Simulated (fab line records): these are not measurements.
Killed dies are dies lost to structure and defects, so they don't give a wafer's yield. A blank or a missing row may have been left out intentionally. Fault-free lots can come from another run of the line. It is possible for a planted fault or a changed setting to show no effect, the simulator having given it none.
Chamber matching -- flow nandHarc -- rieDiel-10 running NHARC_P_M1_STRIP_18: 3 sister chambers
The step strips in N2/H2. 14 wafers are shown with their chamber, then 6 later ones without.

WAFERS PAIRED WITH THEIR CHAMBERS
wafer,chamber,drypumpMotorCurrentA (A),throttleValvePct (%),oesProductAu (a.u.)
L074.3,0,6.1,14.177,0.996
L074.4,3,6.2,14.168,0.999
L074.5,3,6.2,14.170,1.012
L076.2,3,6.2,14.178,0.999
L076.3,1,5.8,14.168,0.987
L076.6,0,6.1,14.183,0.996
L075.2,3,6.2,14.175,0.995
L075.4,0,6.1,14.179,0.992
L075.5,3,6.2,14.167,1.002
L087.2,1,5.7,14.169,0.998
L087.4,3,6.2,14.183,1.006
L087.5,3,6.2,14.177,0.998
L089.3,1,5.8,14.157,1.003
L089.5,3,6.2,14.164,1.010

SIGNATURES (means of the wafers above)
reading,chamber 0,chamber 1,chamber 3,scatter within a chamber
drypumpMotorCurrentA,6.100,5.767,6.200,0.0246
throttleValvePct,14.17967,14.16467,14.17275,0.00605
oesProductAu,0.99467,0.99600,1.00263,0.00606
Rule: for a wafer and a chamber, the distance is found by dividing, reading by reading, the gap between the wafer's reading and the chamber's mean by the reading's scatter, squaring, summing and taking the root. The wafer belongs to the nearest chamber; if the next one is less than 2 further off, it can't be placed. The scatter: take each reading less its chamber's mean, square it, sum over the shown wafers, divide by the number of wafers less the number of chambers, and take the root.

WAFERS MISSING THEIR CHAMBER
wafer,drypumpMotorCurrentA (A),throttleValvePct (%),oesProductAu (a.u.)
L093.1,6.2,14.156,1.006
L093.3,6.1,14.159,1.006
L093.5,6.1,14.174,1.000
L097.1,6.1,14.172,1.017
L097.2,6.2,14.160,0.998
L097.6,5.7,14.183,1.005

WHICH CHAMBER EACH ONE RAN IN
wafer,from the rows above,in truth
L093.1,3,3
L093.3,can't be placed: 0 or 3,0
L093.5,0,0
L097.1,can't be placed: 0 or 3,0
L097.2,3,3
L097.6,1,1
Correctly placed: 4 of 6. Cannot be placed on the basis of these rows: 2; the candidates contain the true chamber in 2. Wrongly placed: 0.
